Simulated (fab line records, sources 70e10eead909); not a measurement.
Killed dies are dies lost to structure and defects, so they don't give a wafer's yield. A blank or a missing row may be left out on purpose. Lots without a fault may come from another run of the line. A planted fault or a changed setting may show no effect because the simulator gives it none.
Chamber matching | flow nand_harc | NHARC_A_CONTACT_ETCH_106 on rie_diel-04: 4 sister chambers
The step etches the open film in CF4/O2, target depth 90 nm, overetch 9 nm, time 49.5 s. 4 wafers are shown with their chamber, then 7 later ones without.

WAFERS WITH THEIR CHAMBER
wafer  | chamber | showerhead_plenum_p_Torr (Torr)
L087.2 | 2       | 1.34
L087.3 | 3       | 1.42
L088.1 | 0       | 1.29
L088.2 | 1       | 1.29

WAFERS WITHOUT THEIR CHAMBER
wafer  | showerhead_plenum_p_Torr (Torr)
L088.4 | 1.34
L091.1 | 1.42
L091.4 | 1.34
L091.5 | 1.28
L096.2 | 1.42
L096.3 | 1.29
L096.5 | 1.29

WHICH CHAMBER EACH WENT THROUGH
wafer  | from the rows above     | in truth
L088.4 | 2                       | 2
L091.1 | 3                       | 3
L091.4 | 2                       | 2
L091.5 | can't be placed: 0 or 1 | 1
L096.2 | 3                       | 3
L096.3 | can't be placed: 0 or 1 | 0
L096.5 | can't be placed: 0 or 1 | 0
Placed correctly: 4 of 7. Can't be placed from these rows: 3 (the true chamber is among the candidates in 3). Placed wrongly: 0.
How it was worked out, from the rows above alone: a wafer's distance from a chamber is the root of the sum, over the readings, of the square of ((its reading less the chamber's mean) divided by the reading's scatter). The wafer belongs to the nearest chamber; if the next one is less than 2 further off, it can't be placed. A chamber's mean is the mean of its shown wafers. The scatter: with one shown wafer a chamber, the root of the mean of the squares of how far each hidden wafer lies from its nearest shown one.
